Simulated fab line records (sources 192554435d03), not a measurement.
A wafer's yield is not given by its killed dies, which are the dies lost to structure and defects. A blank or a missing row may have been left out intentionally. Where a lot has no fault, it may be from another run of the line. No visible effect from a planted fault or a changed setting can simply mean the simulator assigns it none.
Chamber matching | flow n5-finfet | rie-diel-02 running N5_BEOL_M1_ETCH_77: 4 sister chambers
The step etches underlayer in N2/H2, target depth 6.5 nm, time 5.2 s. 22 wafers are shown with their chamber, then 11 later ones without.

## EACH WAFER AND ITS CHAMBER
wafer  | chamber | showerhead-plenum-p-Torr (Torr) | throttle-valve-pct (%) | rf-vpp-V (V)
L078.1 | 0       | 2.60                            | 18.18                  | 523.9
L078.3 | 2       | 2.48                            | 17.84                  | 521.2
L078.5 | 3       | 2.44                            | 17.90                  | 519.9
L079.3 | 0       | 2.60                            | 18.21                  | 527.9
L079.5 | 3       | 2.43                            | 17.92                  | 522.0
L079.6 | 2       | 2.48                            | 17.87                  | 519.3
L080.3 | 3       | 2.43                            | 17.90                  | 520.0
L080.5 | 2       | 2.48                            | 17.81                  | 522.2
L080.6 | 3       | 2.43                            | 17.91                  | 517.9
L082.1 | 1       | 2.43                            | 18.13                  | 518.1
L082.3 | 0       | 2.60                            | 17.74                  | 525.9
L082.4 | 3       | 2.43                            | 17.93                  | 521.7
L085.2 | 3       | 2.43                            | 17.91                  | 520.2
L085.3 | 1       | 2.43                            | 18.14                  | 522.6
L085.6 | 3       | 2.43                            | 17.90                  | 522.4
L087.2 | 0       | 2.60                            | 17.80                  | 525.0
L087.3 | 1       | 2.43                            | 18.14                  | 521.4
L087.5 | 3       | 2.43                            | 17.93                  | 519.9
L089.2 | 2       | 2.47                            | 17.89                  | 522.4
L089.4 | 3       | 2.42                            | 17.92                  | 520.2
L089.5 | 3       | 2.42                            | 17.92                  | 517.6
L092.1 | 1       | 2.43                            | 18.16                  | 522.4

SIGNATURES (averages over the wafers above)
reading                  | chamber 0 | chamber 1 | chamber 2 | chamber 3 | scatter within a chamber
showerhead-plenum-p-Torr | 2.6000    | 2.4300    | 2.4775    | 2.4290    | 0.0045
throttle-valve-pct       | 17.9825   | 18.1425   | 17.8525   | 17.9140   | 0.102
rf-vpp-V                 | 525.675   | 521.125   | 521.275   | 520.180   | 1.67
Rule: a wafer lies at a distance from a chamber equal to the root of the sum of squares, over the readings, of (its reading less the chamber's mean, divided by the reading's scatter). The wafer belongs to the nearest chamber; if the next one is less than 2 further off, it can't be placed. The scatter: the root of (the sum of the squares of (reading less its chamber's mean) over the shown wafers, divided by (wafers less chambers)).

## WAFERS WHOSE CHAMBER IS MISSING
wafer  | showerhead-plenum-p-Torr (Torr) | throttle-valve-pct (%) | rf-vpp-V (V)
L092.2 | 2.47                            | 17.89                  | 523.7
L092.5 | 2.43                            | 18.15                  | 519.4
L093.1 | 2.59                            | 17.77                  | 524.8
L093.3 | 2.46                            | 17.89                  | 521.8
L093.5 | 2.43                            | 18.16                  | 521.3
L095.1 | 2.46                            | 17.91                  | 521.9
L095.2 | 2.42                            | 17.95                  | 518.6
L095.4 | 2.42                            | 18.17                  | 522.9
L094.1 | 2.46                            | 17.89                  | 518.3
L094.4 | 2.42                            | 18.19                  | 518.7
L094.5 | 2.59                            | 17.80                  | 524.9

## WHICH CHAMBER EACH ONE RAN IN
wafer  | from the rows above     | in truth
L092.2 | 2                       | 2
L092.5 | can't be placed: 1 or 3 | 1
L093.1 | 0                       | 0
L093.3 | 2                       | 2
L093.5 | 1                       | 1
L095.1 | 2                       | 2
L095.2 | can't be placed: 3 or 1 | 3
L095.4 | can't be placed: 1 or 3 | 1
L094.1 | 2                       | 2
L094.4 | can't be placed: 1 or 3 | 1
L094.5 | 0                       | 0
Correct placement for 7 of the 11. Cannot be placed on the basis of these rows: 4; the candidates contain the true chamber in 4. Wrongly placed: 0.
